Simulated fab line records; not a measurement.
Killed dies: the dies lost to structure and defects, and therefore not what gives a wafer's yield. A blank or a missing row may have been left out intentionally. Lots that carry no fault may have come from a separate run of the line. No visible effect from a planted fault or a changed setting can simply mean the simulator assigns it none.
fab line records / flow nandHarc
[record] lots = 13 wafers = 39 lastDay = 24
route steps=1159 shown P_ZERO_WELL@41 P_GATE@132
lots with no fault: from the same line, run without faults
startH: hours from the record's first day to the start of the lot's first wafer shown / waitH: hours elapsed since this lot's preceding step / " the same as in the row above / L1.1+2: a single row standing in for several wafers / - value missing, or start not given / * or withheld: withheld / < > ~ a bound
route shown NAME@n: names a module that has steps shown in the file, with the first one's number in the route / usual: average and standard deviation across the fault-free wafers / same: alike in all rows / chamber/n: place in a boat / sites: each site's reading / _std_site: standard deviation across them / _edge_site: outer sites' mean less inner sites' / radiusMm: for every site, how far away it sits from the centre of the wafer / mask NAME#n: copy n / behind: tool/chamber where the wafer was last shaped / hold: cause of the lot's hold/its duration in hours/its outcome / device: names the non-switching transistor (n, p or np) / end of line: the same wafers' tests at the end of the route / a step with no rows: only its recipe / killed: dies that structure and defects cost at the first sort, which is not the same as the wafer's yield / map: a wafer's dies, x killed, . not, _ none there
set.NAME: the run value of the setting; set.NAME@STEP: its run value at that earlier step / model.NAME: the simulator's own value behind a step, which no gauge read
steps of the route over a sample of lots; a table a step, a row a wafer
services: from which hour (startH, from the record's first day; less than 0 if before it) a tool's chamber was out of use, for how many hours, and why
[[steps]]
[step NHARC_P_ZERO_WELL_EXPOSE_34]
[recipe] na = 0.6 targetCdNm = 720 doseMj = 22.31 maskId = P_PWELL
lot.wafer=L788.1+2+6 tool=krfScanner-01 chamber=0 startH=15.82 waitH=- mask=P_PWELL#0
lot.wafer=L789.1+3+5 tool=krfScanner-01 chamber=0 startH=21.96 waitH=- mask=P_PWELL#0
lot.wafer=L790.2+3+5 tool=krfScanner-03 chamber=0 startH=28.22 waitH=- mask=P_PWELL#0
lot.wafer=L791.2+4+5 tool=krfScanner-01 chamber=0 startH=34.06 waitH=- mask=P_PWELL#0
lot.wafer=L793.3+4+5 tool=krfScanner-01 chamber=0 startH=45.83 waitH=- mask=P_PWELL#0
lot.wafer=L794.1+4+5 tool=krfScanner-04 chamber=0 startH=52.08 waitH=- mask=P_PWELL_R1#0
lot.wafer=L801.1+2+3 tool=krfScanner-04 chamber=0 startH=93.98 waitH=- mask=P_PWELL#0
lot.wafer=L802.2+4+5 tool=krfScanner-01 chamber=0 startH=100.09 waitH=- mask=P_PWELL#0
lot.wafer=L803.3+4+6 tool=krfScanner-03 chamber=0 startH=105.97 waitH=- mask=P_PWELL#0
lot.wafer=L807.2+4+5 tool=krfScanner-01 chamber=0 startH=129.89 waitH=- mask=P_PWELL#0
lot.wafer=L809.2+5+6 tool=krfScanner-04 chamber=0 startH=141.95 waitH=- mask=P_PWELL#0
lot.wafer=L810.1+3+5 tool=krfScanner-01 chamber=0 startH=147.95 waitH=- mask=P_PWELL#0
lot.wafer=L811.1+2+5 tool=krfScanner-04 chamber=0 startH=154.09 waitH=- mask=P_PWELL#0
[step NHARC_P_ZERO_WELL_CD_MEAS_37]
[recipe] targetCdNm = 720 landingEnergyEv = 500
[usual] cdNm = 720.1/1.7
lot.wafer=L788.1 tool=cdSem-03 chamber=0 startH=15.97 waitH=- cdNm=719.4
lot.wafer=L788.2 tool=cdSem-03 chamber=0 startH=15.97 waitH=- cdNm=718.6
lot.wafer=L788.6 tool=cdSem-03 chamber=0 startH=15.97 waitH=- cdNm=718.2
lot.wafer=L789.1 tool=cdSem-02 chamber=0 startH=22.12 waitH=- cdNm=718.3
lot.wafer=L789.3 tool=cdSem-02 chamber=0 startH=22.12 waitH=- cdNm=718.6
lot.wafer=L789.5 tool=cdSem-02 chamber=0 startH=22.12 waitH=- cdNm=719.7
lot.wafer=L790.2 tool=cdSem-01 chamber=0 startH=28.37 waitH=- cdNm=719.7
lot.wafer=L790.3 tool=cdSem-01 chamber=0 startH=28.37 waitH=- cdNm=719.0
lot.wafer=L790.5 tool=cdSem-01 chamber=0 startH=28.37 waitH=- cdNm=721.9
lot.wafer=L791.2 tool=cdSem-02 chamber=0 startH=34.22 waitH=- cdNm=720.3
lot.wafer=L791.4 tool=cdSem-02 chamber=0 startH=34.22 waitH=- cdNm=721.2
lot.wafer=L791.5 tool=cdSem-02 chamber=0 startH=34.22 waitH=- cdNm=719.5
lot.wafer=L793.3 tool=cdSem-02 chamber=0 startH=45.98 waitH=- cdNm=719.5
lot.wafer=L793.4 tool=cdSem-02 chamber=0 startH=45.98 waitH=- cdNm=721.3
lot.wafer=L793.5 tool=cdSem-02 chamber=0 startH=45.98 waitH=- cdNm=720.6
lot.wafer=L794.1 tool=cdSem-01 chamber=0 startH=52.24 waitH=- cdNm=733.4
lot.wafer=L794.4 tool=cdSem-01 chamber=0 startH=52.24 waitH=- cdNm=732.0
lot.wafer=L794.5 tool=cdSem-01 chamber=0 startH=52.24 waitH=- cdNm=734.5
lot.wafer=L801.1 tool=cdSem-01 chamber=0 startH=94.13 waitH=- cdNm=720.2
lot.wafer=L801.2 tool=cdSem-01 chamber=0 startH=94.13 waitH=- cdNm=719.3
lot.wafer=L801.3 tool=cdSem-01 chamber=0 startH=94.13 waitH=- cdNm=720.5
lot.wafer=L802.2 tool=cdSem-01 chamber=0 startH=100.26 waitH=- cdNm=721.8
lot.wafer=L802.4 tool=cdSem-01 chamber=0 startH=100.26 waitH=- cdNm=719.1
lot.wafer=L802.5 tool=cdSem-01 chamber=0 startH=100.26 waitH=- cdNm=721.2
lot.wafer=L803.3 tool=cdSem-02 chamber=0 startH=106.12 waitH=- cdNm=718.4
lot.wafer=L803.4 tool=cdSem-02 chamber=0 startH=106.12 waitH=- cdNm=718.9
lot.wafer=L803.6 tool=cdSem-02 chamber=0 startH=106.12 waitH=- cdNm=721.4
lot.wafer=L807.2 tool=cdSem-01 chamber=0 startH=130.04 waitH=- cdNm=722.0
lot.wafer=L807.4 tool=cdSem-01 chamber=0 startH=130.04 waitH=- cdNm=722.9
lot.wafer=L807.5 tool=cdSem-01 chamber=0 startH=130.04 waitH=- cdNm=720.9
lot.wafer=L809.2 tool=cdSem-02 chamber=0 startH=142.10 waitH=- cdNm=722.2
lot.wafer=L809.5 tool=cdSem-02 chamber=0 startH=142.10 waitH=- cdNm=720.0
lot.wafer=L809.6 tool=cdSem-02 chamber=0 startH=142.10 waitH=- cdNm=718.6
lot.wafer=L810.1 tool=cdSem-01 chamber=0 startH=148.11 waitH=- cdNm=718.7
lot.wafer=L810.3 tool=cdSem-01 chamber=0 startH=148.11 waitH=- cdNm=716.7
lot.wafer=L810.5 tool=cdSem-01 chamber=0 startH=148.11 waitH=- cdNm=718.7
lot.wafer=L811.1 tool=cdSem-02 chamber=0 startH=154.25 waitH=- cdNm=722.3
lot.wafer=L811.2 tool=cdSem-02 chamber=0 startH=154.25 waitH=- cdNm=718.3
lot.wafer=L811.5 tool=cdSem-02 chamber=0 startH=154.25 waitH=- cdNm=721.0
[step NHARC_P_GATE_DEP_103]
[recipe] targetThkA = 300 targetThkNm = 30 tempC = 400 flowSccm = 200 rfW = 350 material = SiON
[usual] heaterPowerW = 748/130
lot.wafer=L788.2 tool=pecvd-02 chamber=2 startH=91.66 waitH=0.4 heaterPowerW=834 sinceWetCleanH=106
lot.wafer=L788.1 tool=pecvd-02 chamber=0 startH=91.66 waitH=0.4 heaterPowerW=586 sinceWetCleanH=106
lot.wafer=L788.6 tool=pecvd-02 chamber=1 startH=91.66 waitH=0.4 heaterPowerW=913 sinceWetCleanH=-
lot.wafer=L789.1 tool=pecvd-03 chamber=0 startH=100.07 waitH=0.6 heaterPowerW=676 sinceWetCleanH=157
lot.wafer=L789.3 tool=pecvd-03 chamber=2 startH=100.07 waitH=0.6 heaterPowerW=715 sinceWetCleanH=157
lot.wafer=L789.5 tool=pecvd-03 chamber=1 startH=100.07 waitH=0.6 heaterPowerW=649 sinceWetCleanH=-
lot.wafer=L791.2 tool=pecvd-02 chamber=1 startH=103.26 waitH=0.4 heaterPowerW=922 sinceWetCleanH=118
lot.wafer=L791.5 tool=pecvd-02 chamber=1 startH=103.26 waitH=0.4 heaterPowerW=937 sinceWetCleanH=-
lot.wafer=L791.4 tool=pecvd-02 chamber=0 startH=103.26 waitH=0.4 heaterPowerW=577 sinceWetCleanH=-
lot.wafer=L790.2 tool=pecvd-04 chamber=1 startH=103.36 waitH=0.4 heaterPowerW=956 sinceWetCleanH=76
lot.wafer=L790.3 tool=pecvd-04 chamber=2 startH=103.36 waitH=0.4 heaterPowerW=604 sinceWetCleanH=76
lot.wafer=L790.5 tool=pecvd-04 chamber=1 startH=103.36 waitH=0.4 heaterPowerW=938 sinceWetCleanH=-
lot.wafer=L793.3 tool=pecvd-04 chamber=1 startH=116.16 waitH=0.4 heaterPowerW=1006 sinceWetCleanH=89
lot.wafer=L793.5 tool=pecvd-04 chamber=2 startH=116.16 waitH=0.4 heaterPowerW=585 sinceWetCleanH=-
lot.wafer=L793.4 tool=pecvd-04 chamber=1 startH=116.16 waitH=0.4 heaterPowerW=985 sinceWetCleanH=-
lot.wafer=L794.1 tool=pecvd-04 chamber=2 startH=131.37 waitH=0.6 heaterPowerW=587 sinceWetCleanH=104
lot.wafer=L794.4 tool=pecvd-04 chamber=2 startH=131.37 waitH=0.6 heaterPowerW=584 sinceWetCleanH=-
lot.wafer=L794.5 tool=pecvd-04 chamber=0 startH=131.37 waitH=0.6 heaterPowerW=761 sinceWetCleanH=-
lot.wafer=L801.1 tool=pecvd-04 chamber=2 startH=169.53 waitH=0.6 heaterPowerW=539 sinceWetCleanH=143
lot.wafer=L801.3 tool=pecvd-04 chamber=0 startH=169.53 waitH=0.6 heaterPowerW=717 sinceWetCleanH=143
lot.wafer=L801.2 tool=pecvd-04 chamber=1 startH=169.53 waitH=0.6 heaterPowerW=916 sinceWetCleanH=143
lot.wafer=L803.3 tool=pecvd-03 chamber=1 startH=180.88 waitH=0.3 heaterPowerW=753 sinceWetCleanH=57
lot.wafer=L803.6 tool=pecvd-03 chamber=2 startH=180.88 waitH=0.3 heaterPowerW=741 sinceWetCleanH=-
lot.wafer=L803.4 tool=pecvd-03 chamber=0 startH=180.88 waitH=0.3 heaterPowerW=642 sinceWetCleanH=-
lot.wafer=L802.2 tool=pecvd-03 chamber=1 startH=181.58 waitH=0.5 heaterPowerW=776 sinceWetCleanH=57
lot.wafer=L802.4 tool=pecvd-03 chamber=2 startH=181.58 waitH=0.5 heaterPowerW=681 sinceWetCleanH=-
lot.wafer=L802.5 tool=pecvd-03 chamber=1 startH=181.58 waitH=0.5 heaterPowerW=787 sinceWetCleanH=-
lot.wafer=L807.2 tool=pecvd-02 chamber=0 startH=203.34 waitH=0.7 heaterPowerW=651 sinceWetCleanH=37
lot.wafer=L807.5 tool=pecvd-02 chamber=0 startH=203.34 waitH=0.7 heaterPowerW=655 sinceWetCleanH=-
lot.wafer=L807.4 tool=pecvd-02 chamber=1 startH=203.34 waitH=0.7 heaterPowerW=832 sinceWetCleanH=-
lot.wafer=L809.2 tool=pecvd-03 chamber=0 startH=214.87 waitH=0.5 heaterPowerW=708 sinceWetCleanH=91
lot.wafer=L809.5 tool=pecvd-03 chamber=2 startH=214.87 waitH=0.5 heaterPowerW=738 sinceWetCleanH=-
lot.wafer=L809.6 tool=pecvd-03 chamber=1 startH=214.87 waitH=0.5 heaterPowerW=754 sinceWetCleanH=-
lot.wafer=L810.1 tool=pecvd-02 chamber=1 startH=215.51 waitH=0.6 heaterPowerW=811 sinceWetCleanH=49
lot.wafer=L810.3 tool=pecvd-02 chamber=2 startH=215.51 waitH=0.6 heaterPowerW=784 sinceWetCleanH=49
lot.wafer=L810.5 tool=pecvd-02 chamber=0 startH=215.51 waitH=0.6 heaterPowerW=662 sinceWetCleanH=-
lot.wafer=L811.1 tool=pecvd-04 chamber=0 startH=227.34 waitH=0.6 heaterPowerW=790 sinceWetCleanH=19
lot.wafer=L811.2 tool=pecvd-04 chamber=2 startH=227.34 waitH=0.6 heaterPowerW=517 sinceWetCleanH=19
lot.wafer=L811.5 tool=pecvd-04 chamber=2 startH=227.34 waitH=0.6 heaterPowerW=509 sinceWetCleanH=-
[step NHARC_P_GATE_INSPECT_28]
[usual] rawDefectCount = 7/3.3
lot.wafer=L788.1 tool=defectInspect-02 chamber=- startH=92.34 waitH=0.0 rawDefectCount=3
lot.wafer=L788.2 tool=defectInspect-02 chamber=- startH=92.34 waitH=0.0 rawDefectCount=4
lot.wafer=L788.6 tool=defectInspect-02 chamber=- startH=92.34 waitH=0.0 rawDefectCount=6
lot.wafer=L789.1 tool=defectInspect-02 chamber=- startH=100.75 waitH=0.0 rawDefectCount=5
lot.wafer=L789.3 tool=defectInspect-02 chamber=- startH=100.75 waitH=0.0 rawDefectCount=5
lot.wafer=L789.5 tool=defectInspect-02 chamber=- startH=100.75 waitH=0.0 rawDefectCount=11
lot.wafer=L791.2 tool=defectInspect-02 chamber=- startH=103.94 waitH=0.0 rawDefectCount=9
lot.wafer=L791.4 tool=defectInspect-02 chamber=- startH=103.94 waitH=0.0 rawDefectCount=10
lot.wafer=L791.5 tool=defectInspect-02 chamber=- startH=103.94 waitH=0.0 rawDefectCount=4
lot.wafer=L790.2 tool=defectInspect-02 chamber=- startH=104.17 waitH=0.0 rawDefectCount=5
lot.wafer=L790.3 tool=defectInspect-02 chamber=- startH=104.17 waitH=0.0 rawDefectCount=7
lot.wafer=L790.5 tool=defectInspect-02 chamber=- startH=104.17 waitH=0.0 rawDefectCount=3
lot.wafer=L793.3 tool=defectInspect-02 chamber=- startH=116.91 waitH=0.0 rawDefectCount=4
lot.wafer=L793.4 tool=defectInspect-02 chamber=- startH=116.91 waitH=0.0 rawDefectCount=12
lot.wafer=L793.5 tool=defectInspect-02 chamber=- startH=116.91 waitH=0.0 rawDefectCount=4
lot.wafer=L794.1 tool=defectInspect-02 chamber=- startH=132.05 waitH=0.0 rawDefectCount=3
lot.wafer=L794.4 tool=defectInspect-02 chamber=- startH=132.05 waitH=0.0 rawDefectCount=7
lot.wafer=L794.5 tool=defectInspect-02 chamber=- startH=132.05 waitH=0.0 rawDefectCount=4
lot.wafer=L801.1 tool=defectInspect-02 chamber=- startH=170.34 waitH=0.0 rawDefectCount=9
lot.wafer=L801.2 tool=defectInspect-02 chamber=- startH=170.34 waitH=0.0 rawDefectCount=10
lot.wafer=L801.3 tool=defectInspect-02 chamber=- startH=170.34 waitH=0.0 rawDefectCount=12
lot.wafer=L803.3 tool=defectInspect-02 chamber=- startH=181.69 waitH=0.0 rawDefectCount=15
lot.wafer=L803.4 tool=defectInspect-02 chamber=- startH=181.69 waitH=0.0 rawDefectCount=5
lot.wafer=L803.6 tool=defectInspect-02 chamber=- startH=181.69 waitH=0.0 rawDefectCount=6
lot.wafer=L802.2 tool=defectInspect-01 chamber=- startH=182.33 waitH=0.0 rawDefectCount=6
lot.wafer=L802.4 tool=defectInspect-01 chamber=- startH=182.33 waitH=0.0 rawDefectCount=15
lot.wafer=L802.5 tool=defectInspect-01 chamber=- startH=182.33 waitH=0.0 rawDefectCount=3
lot.wafer=L807.2 tool=defectInspect-02 chamber=- startH=204.19 waitH=0.0 rawDefectCount=11
lot.wafer=L807.4 tool=defectInspect-02 chamber=- startH=204.19 waitH=0.0 rawDefectCount=11
lot.wafer=L807.5 tool=defectInspect-02 chamber=- startH=204.19 waitH=0.0 rawDefectCount=8
lot.wafer=L809.2 tool=defectInspect-01 chamber=- startH=215.64 waitH=0.0 rawDefectCount=3
lot.wafer=L809.5 tool=defectInspect-01 chamber=- startH=215.64 waitH=0.0 rawDefectCount=5
lot.wafer=L809.6 tool=defectInspect-01 chamber=- startH=215.64 waitH=0.0 rawDefectCount=2
lot.wafer=L810.1 tool=defectInspect-01 chamber=- startH=216.29 waitH=0.0 rawDefectCount=11
lot.wafer=L810.3 tool=defectInspect-01 chamber=- startH=216.29 waitH=0.0 rawDefectCount=10
lot.wafer=L810.5 tool=defectInspect-01 chamber=- startH=216.29 waitH=0.0 rawDefectCount=5
lot.wafer=L811.1 tool=defectInspect-02 chamber=- startH=228.14 waitH=0.0 rawDefectCount=7
lot.wafer=L811.2 tool=defectInspect-02 chamber=- startH=228.14 waitH=0.0 rawDefectCount=9
lot.wafer=L811.5 tool=defectInspect-02 chamber=- startH=228.14 waitH=0.0 rawDefectCount=19
[step NHARC_P_GATE_HM_OPEN_105]
[recipe] targetDepthA = 3600 o2FlowSccm = 400 cosFlowSccm = 20 arFlowSccm = 0 rfW = 500 biasW = 300 chemistry = O2/COS
[usual] drypumpMotorCurrentA = 5.7/0.44 mfcArSccm = 0.008/0.012 oesProductAu = 1.001/0.013 rfVppV = 467/3.1 showerheadPlenumPTorr = 3.11/0.15 throttleValvePct = 28.330/0.0089
lot.wafer=L788.1 tool=rieDiel-09 chamber=0 startH=- waitH=- drypumpMotorCurrentA=6.4 mfcArSccm=0 oesProductAu=0.982 rfHoursCounterH=2 rfVppV=471 showerheadPlenumPTorr=3.23 throttleValvePct=28.337
lot.wafer=L788.2 tool=rieDiel-09 chamber=1 startH=- waitH=- drypumpMotorCurrentA=5.0 mfcArSccm=0.018 oesProductAu=1.018 rfHoursCounterH=2 rfVppV=464 showerheadPlenumPTorr=2.97 throttleValvePct=28.332
lot.wafer=L788.6 tool=rieDiel-09 chamber=0 startH=- waitH=- drypumpMotorCurrentA=6.3 mfcArSccm=0 oesProductAu=0.990 rfHoursCounterH=- rfVppV=470 showerheadPlenumPTorr=3.23 throttleValvePct=28.334
lot.wafer=L789.3 tool=rieDiel-03 chamber=2 startH=- waitH=- drypumpMotorCurrentA=5.2 mfcArSccm=0.004 oesProductAu=1.017 rfHoursCounterH=17 rfVppV=472 showerheadPlenumPTorr=3.36 throttleValvePct=28.332
lot.wafer=L789.1 tool=rieDiel-03 chamber=1 startH=- waitH=- drypumpMotorCurrentA=4.7 mfcArSccm=0.011 oesProductAu=1.016 rfHoursCounterH=13 rfVppV=472 showerheadPlenumPTorr=3.29 throttleValvePct=28.337
lot.wafer=L789.5 tool=rieDiel-03 chamber=2 startH=- waitH=- drypumpMotorCurrentA=5.2 mfcArSccm=0.004 oesProductAu=1.020 rfHoursCounterH=- rfVppV=473 showerheadPlenumPTorr=3.36 throttleValvePct=28.325
lot.wafer=L791.4 tool=rieDiel-01 chamber=2 startH=- waitH=- drypumpMotorCurrentA=5.6 mfcArSccm=0 oesProductAu=1.003 rfHoursCounterH=27 rfVppV=467 showerheadPlenumPTorr=3.07 throttleValvePct=28.326
lot.wafer=L791.2 tool=rieDiel-01 chamber=3 startH=- waitH=- drypumpMotorCurrentA=6.2 mfcArSccm=0 oesProductAu=1.013 rfHoursCounterH=25 rfVppV=468 showerheadPlenumPTorr=3.10 throttleValvePct=28.331
lot.wafer=L791.5 tool=rieDiel-01 chamber=2 startH=- waitH=- drypumpMotorCurrentA=5.6 mfcArSccm=0 oesProductAu=0.997 rfHoursCounterH=- rfVppV=467 showerheadPlenumPTorr=3.07 throttleValvePct=28.317
lot.wafer=L790.3 tool=rieDiel-09 chamber=2 startH=- waitH=- drypumpMotorCurrentA=5.6 mfcArSccm=0.044 oesProductAu=0.983 rfHoursCounterH=7 rfVppV=468 showerheadPlenumPTorr=3.25 throttleValvePct=28.327
lot.wafer=L790.2 tool=rieDiel-09 chamber=3 startH=- waitH=- drypumpMotorCurrentA=5.6 mfcArSccm=0.003 oesProductAu=1.028 rfHoursCounterH=8 rfVppV=471 showerheadPlenumPTorr=3.31 throttleValvePct=28.328
lot.wafer=L790.5 tool=rieDiel-09 chamber=2 startH=- waitH=- drypumpMotorCurrentA=5.6 mfcArSccm=0.044 oesProductAu=0.992 rfHoursCounterH=- rfVppV=471 showerheadPlenumPTorr=3.25 throttleValvePct=28.350
lot.wafer=L793.3 tool=rieDiel-09 chamber=2 startH=- waitH=- drypumpMotorCurrentA=5.6 mfcArSccm=0.044 oesProductAu=0.981 rfHoursCounterH=10 rfVppV=471 showerheadPlenumPTorr=3.24 throttleValvePct=28.325
lot.wafer=L793.4 tool=rieDiel-09 chamber=3 startH=- waitH=- drypumpMotorCurrentA=5.6 mfcArSccm=0.003 oesProductAu=1.016 rfHoursCounterH=11 rfVppV=470 showerheadPlenumPTorr=3.31 throttleValvePct=28.322
lot.wafer=L793.5 tool=rieDiel-09 chamber=2 startH=- waitH=- drypumpMotorCurrentA=5.6 mfcArSccm=0.044 oesProductAu=0.979 rfHoursCounterH=- rfVppV=469 showerheadPlenumPTorr=3.24 throttleValvePct=28.337
lot.wafer=L794.4 tool=rieDiel-01 chamber=3 startH=- waitH=- drypumpMotorCurrentA=6.2 mfcArSccm=0 oesProductAu=1.001 rfHoursCounterH=29 rfVppV=467 showerheadPlenumPTorr=3.10 throttleValvePct=28.333
lot.wafer=L794.1 tool=rieDiel-01 chamber=0 startH=- waitH=- drypumpMotorCurrentA=5.7 mfcArSccm=0.016 oesProductAu=1.012 rfHoursCounterH=25 rfVppV=462 showerheadPlenumPTorr=2.91 throttleValvePct=28.328
lot.wafer=L794.5 tool=rieDiel-01 chamber=2 startH=- waitH=- drypumpMotorCurrentA=5.6 mfcArSccm=0 oesProductAu=0.993 rfHoursCounterH=- rfVppV=467 showerheadPlenumPTorr=3.07 throttleValvePct=28.338
lot.wafer=L801.1 tool=rieDiel-01 chamber=0 startH=- waitH=- drypumpMotorCurrentA=5.7 mfcArSccm=0.016 oesProductAu=1.003 rfHoursCounterH=8 rfVppV=464 showerheadPlenumPTorr=2.91 throttleValvePct=28.338
lot.wafer=L801.2 tool=rieDiel-01 chamber=1 startH=- waitH=- drypumpMotorCurrentA=6.1 mfcArSccm=0 oesProductAu=0.997 rfHoursCounterH=8 rfVppV=465 showerheadPlenumPTorr=2.98 throttleValvePct=28.332
lot.wafer=L801.3 tool=rieDiel-01 chamber=3 startH=- waitH=- drypumpMotorCurrentA=6.2 mfcArSccm=0 oesProductAu=0.996 rfHoursCounterH=8 rfVppV=467 showerheadPlenumPTorr=3.10 throttleValvePct=28.317
lot.wafer=L803.4 tool=rieDiel-03 chamber=1 startH=- waitH=- drypumpMotorCurrentA=4.7 mfcArSccm=0.011 oesProductAu=1.020 rfHoursCounterH=45 rfVppV=469 showerheadPlenumPTorr=3.28 throttleValvePct=28.320
lot.wafer=L803.3 tool=rieDiel-03 chamber=2 startH=- waitH=- drypumpMotorCurrentA=5.2 mfcArSccm=0.004 oesProductAu=1.016 rfHoursCounterH=50 rfVppV=472 showerheadPlenumPTorr=3.35 throttleValvePct=28.329
lot.wafer=L803.6 tool=rieDiel-03 chamber=1 startH=- waitH=- drypumpMotorCurrentA=4.7 mfcArSccm=0.011 oesProductAu=1.008 rfHoursCounterH=- rfVppV=470 showerheadPlenumPTorr=3.28 throttleValvePct=28.326
lot.wafer=L802.2 tool=rieDiel-09 chamber=1 startH=- waitH=- drypumpMotorCurrentA=5.0 mfcArSccm=0.018 oesProductAu=1.012 rfHoursCounterH=30 rfVppV=463 showerheadPlenumPTorr=2.95 throttleValvePct=28.331
lot.wafer=L802.4 tool=rieDiel-09 chamber=3 startH=- waitH=- drypumpMotorCurrentA=5.6 mfcArSccm=0.003 oesProductAu=1.003 rfHoursCounterH=34 rfVppV=473 showerheadPlenumPTorr=3.29 throttleValvePct=28.320
lot.wafer=L802.5 tool=rieDiel-09 chamber=1 startH=- waitH=- drypumpMotorCurrentA=5.0 mfcArSccm=0.018 oesProductAu=1.007 rfHoursCounterH=- rfVppV=463 showerheadPlenumPTorr=2.95 throttleValvePct=28.322
lot.wafer=L807.2 tool=rieDiel-03 chamber=0 startH=- waitH=- drypumpMotorCurrentA=5.8 mfcArSccm=0 oesProductAu=0.980 rfHoursCounterH=57 rfVppV=469 showerheadPlenumPTorr=3.19 throttleValvePct=28.325
lot.wafer=L807.4 tool=rieDiel-03 chamber=1 startH=- waitH=- drypumpMotorCurrentA=4.8 mfcArSccm=0.011 oesProductAu=0.994 rfHoursCounterH=53 rfVppV=469 showerheadPlenumPTorr=3.27 throttleValvePct=28.325
lot.wafer=L807.5 tool=rieDiel-03 chamber=3 startH=- waitH=- drypumpMotorCurrentA=5.3 mfcArSccm=0 oesProductAu=1.004 rfHoursCounterH=- rfVppV=464 showerheadPlenumPTorr=2.95 throttleValvePct=28.335
lot.wafer=L809.2 tool=rieDiel-01 chamber=3 startH=- waitH=- drypumpMotorCurrentA=6.2 mfcArSccm=0 oesProductAu=0.994 rfHoursCounterH=15 rfVppV=468 showerheadPlenumPTorr=3.09 throttleValvePct=28.323
lot.wafer=L809.5 tool=rieDiel-01 chamber=3 startH=- waitH=- drypumpMotorCurrentA=6.2 mfcArSccm=0 oesProductAu=1.008 rfHoursCounterH=- rfVppV=466 showerheadPlenumPTorr=3.09 throttleValvePct=28.325
lot.wafer=L809.6 tool=rieDiel-01 chamber=0 startH=- waitH=- drypumpMotorCurrentA=5.7 mfcArSccm=0.016 oesProductAu=1.005 rfHoursCounterH=- rfVppV=463 showerheadPlenumPTorr=2.90 throttleValvePct=28.337
lot.wafer=L810.3 tool=rieDiel-01 chamber=0 startH=- waitH=- drypumpMotorCurrentA=5.7 mfcArSccm=0.016 oesProductAu=0.996 rfHoursCounterH=15 rfVppV=462 showerheadPlenumPTorr=2.90 throttleValvePct=28.329
lot.wafer=L810.1 tool=rieDiel-01 chamber=2 startH=- waitH=- drypumpMotorCurrentA=5.6 mfcArSccm=0 oesProductAu=0.980 rfHoursCounterH=8 rfVppV=465 showerheadPlenumPTorr=3.07 throttleValvePct=28.334
lot.wafer=L810.5 tool=rieDiel-01 chamber=0 startH=- waitH=- drypumpMotorCurrentA=5.7 mfcArSccm=0.016 oesProductAu=1.006 rfHoursCounterH=- rfVppV=464 showerheadPlenumPTorr=2.90 throttleValvePct=28.333
lot.wafer=L811.1 tool=rieDiel-01 chamber=2 startH=- waitH=- drypumpMotorCurrentA=5.6 mfcArSccm=0 oesProductAu=0.997 rfHoursCounterH=9 rfVppV=465 showerheadPlenumPTorr=3.07 throttleValvePct=28.342
lot.wafer=L811.2 tool=rieDiel-01 chamber=1 startH=- waitH=- drypumpMotorCurrentA=6.1 mfcArSccm=0 oesProductAu=1.017 rfHoursCounterH=18 rfVppV=463 showerheadPlenumPTorr=2.98 throttleValvePct=28.343
lot.wafer=L811.5 tool=rieDiel-01 chamber=2 startH=- waitH=- drypumpMotorCurrentA=5.6 mfcArSccm=0 oesProductAu=0.977 rfHoursCounterH=- rfVppV=466 showerheadPlenumPTorr=3.07 throttleValvePct=28.334
[[services]]
tool=krfScanner-04 chamber=- startH=0.61 hours=1.3 kind=repair
tool=rieDiel-03 chamber=3 startH=11.96 hours=8.6 kind=repair
tool=pecvd-04 chamber=- startH=14.00 hours=13.0 kind=pm
tool=rieDiel-09 chamber=- startH=27.20 hours=1.8 kind=repair
tool=krfScanner-01 chamber=- startH=41.37 hours=0.5 kind=repair
tool=krfScanner-04 chamber=- startH=44.05 hours=3.7 kind=repair
tool=rieDiel-01 chamber=1 startH=60.65 hours=1.4 kind=repair
tool=krfScanner-01 chamber=- startH=70.29 hours=0.6 kind=repair
tool=pecvd-04 chamber=- startH=72.80 hours=2.2 kind=repair
tool=pecvd-03 chamber=- startH=75.18 hours=1.3 kind=repair
tool=rieDiel-09 chamber=- startH=77.10 hours=9.0 kind=pm
tool=rieDiel-01 chamber=0 startH=81.93 hours=3.9 kind=repair
tool=krfScanner-01 chamber=- startH=84.00 hours=4.0 kind=pm
tool=pecvd-03 chamber=- startH=111.20 hours=13.0 kind=pm
tool=krfScanner-04 chamber=- startH=113.69 hours=1.4 kind=repair
tool=krfScanner-04 chamber=- startH=126.00 hours=4.0 kind=pm
tool=rieDiel-01 chamber=- startH=137.84 hours=9.0 kind=pm
tool=pecvd-04 chamber=0 startH=150.90 hours=7.7 kind=repair
tool=pecvd-02 chamber=- startH=153.61 hours=13.0 kind=pm
tool=pecvd-02 chamber=- startH=180.19 hours=3.1 kind=repair
tool=krfScanner-01 chamber=- startH=190.41 hours=2.0 kind=repair
tool=pecvd-04 chamber=- startH=195.16 hours=13.0 kind=pm
tool=rieDiel-09 chamber=3 startH=216.37 hours=5.0 kind=repair
tool=pecvd-04 chamber=0 startH=219.42 hours=5.4 kind=repair
[[key]]
[firstSign] step = NHARC_P_ZERO_WELL_EXPOSE_34 reading = mask direction = changed
[effect] step = NHARC_P_ZERO_WELL_CD_MEAS_37 reading = cdNm direction = up sigmas = 7.7 usual = 720.1 struck = 733.3
metAt NHARC_P_ZERO_WELL_EXPOSE_34
struckLots L794
testerLeftOut L794
notActingAt NHARC_P_GATE_DEP_103,NHARC_P_GATE_INSPECT_28,NHARC_P_GATE_HM_OPEN_105
[fault] kind = wrongMask tool = any chamber = - onsetH = 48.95 steps = NHARC_P_ZERO_WELL_EXPOSE_34 auxCopy = P_PWELL_R1#0 cdOffsetNm = 14.768 scope = struckLotsOnly
// testerLeftOut: of these lots the tester's yield and bins aren't shown, on N5 and GAA mostly nor the transistor test; their killed dies are dies lost to structure and defects alone, not to doping, threshold or leakage, so they don't give the yield
